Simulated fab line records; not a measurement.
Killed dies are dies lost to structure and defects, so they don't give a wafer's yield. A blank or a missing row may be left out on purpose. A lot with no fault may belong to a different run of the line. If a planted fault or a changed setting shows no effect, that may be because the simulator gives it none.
Struck lot and sound lot, side by side + flow nand-harc + 14 steps out of a route of 1302
Sound: these wafers, L684.1, L684.3, L684.4. Wafers L677.2, L677.4, L677.5 were the ones struck. The cause is given at the end.
Each step with rows lists, per side, the tool, then ch with its chambers, then its first start. Under that, the readings that differ: sound wafers + struck wafers + difference of the means + sigmas: that difference in standard deviations of wafers without a fault.
alike: a reading whose means differ by less than 2 such deviations, as well as words and numbers matching on both sides. not compared: withheld readings; readings where some wafer has no value; bounds like >300 that might hide an equal value; numbers whose values overlap and for which the record gives no deviation.
A row with sigmas, a row that says differs or no value, or rows on one side alone: a step with any of these is where the two part. Numbers that don't overlap but have no deviation are shown without sigmas and don't part them. A reading that every wafer of one side lacks parts them only if that side has two wafers or more.

NHARC_P_GATE_DESCUM_61: chemistry O2, time 3 s.
  sound on rie-diel-08 ch 0,1,3, day 11 18:11; struck on rie-diel-10 ch 0,1,2, day 8 22:58
  alike: drypump-motor-current-A, o2-flow-sccm, oes-product-au, rf-vpp-V, showerhead-plenum-p-Torr, throttle-valve-pct
  not compared: rf-hours-counter-h
after that, 1 step had no rows for these wafers: NHARC_P_GATE_IMPLANT_62.
NHARC_P_GATE_STRIP_112: strips in N2/H2, time 200 s.
  sound on plasma-asher-02 ch 0,1, day 11 18:35; struck on plasma-asher-01 ch 0, day 8 23:21
  alike: drypump-motor-current-A, heater-power-w
  not compared: rf-hours-counter-h
NHARC_P_GATE_STRIP_76: strips in O2.
  sound on plasma-asher-02 ch 0,1, day 11 18:49; struck on plasma-asher-01 ch 0, day 8 23:34
  alike: drypump-motor-current-A, heater-power-w
  not compared: rf-hours-counter-h
then, 8 steps without rows for these wafers: NHARC_P_GATE_STRIP_63 (strips in SPM, time 900 s); NHARC_P_GATE_DEHYDRATE_83 (time 120 s); NHARC_P_GATE_HMDS_84 (time 30 s); NHARC_P_GATE_COAT_85; NHARC_P_GATE_SOFTBAKE_86 (time 95 s); NHARC_P_GATE_EBR_87; NHARC_P_GATE_EXPOSE_88 (exposes mask P HVN, target cd 2000 nm); NHARC_P_GATE_PEB_89 (peb time 85 s).
NHARC_P_GATE_DEVELOP_90: time 70 s.
  sound on litho-track-05 ch 0, day 11 19:00; struck on litho-track-05, day 9 00:00
  no value came back on the struck wafers for chill-plate-temp-C (C), exhaust-pa (Pa); on the sound wafers chill-plate-temp-C (C) reads 23.10 23.11 22.90
NHARC_P_GATE_CD_MEAS_91: the cd target is 2000 nm.
  sound on cd-sem-02 ch 0, day 11 19:35; struck on cd-sem-03 ch 0, day 9 00:29
  alike: cd-nm

WHERE THEY PART
Within this record, at NHARC_P_GATE_DEVELOP_90 only. Later steps at which nothing parts them and some readings are alike: NHARC_P_GATE_CD_MEAS_91.

WHY: what had been put in by the simulator
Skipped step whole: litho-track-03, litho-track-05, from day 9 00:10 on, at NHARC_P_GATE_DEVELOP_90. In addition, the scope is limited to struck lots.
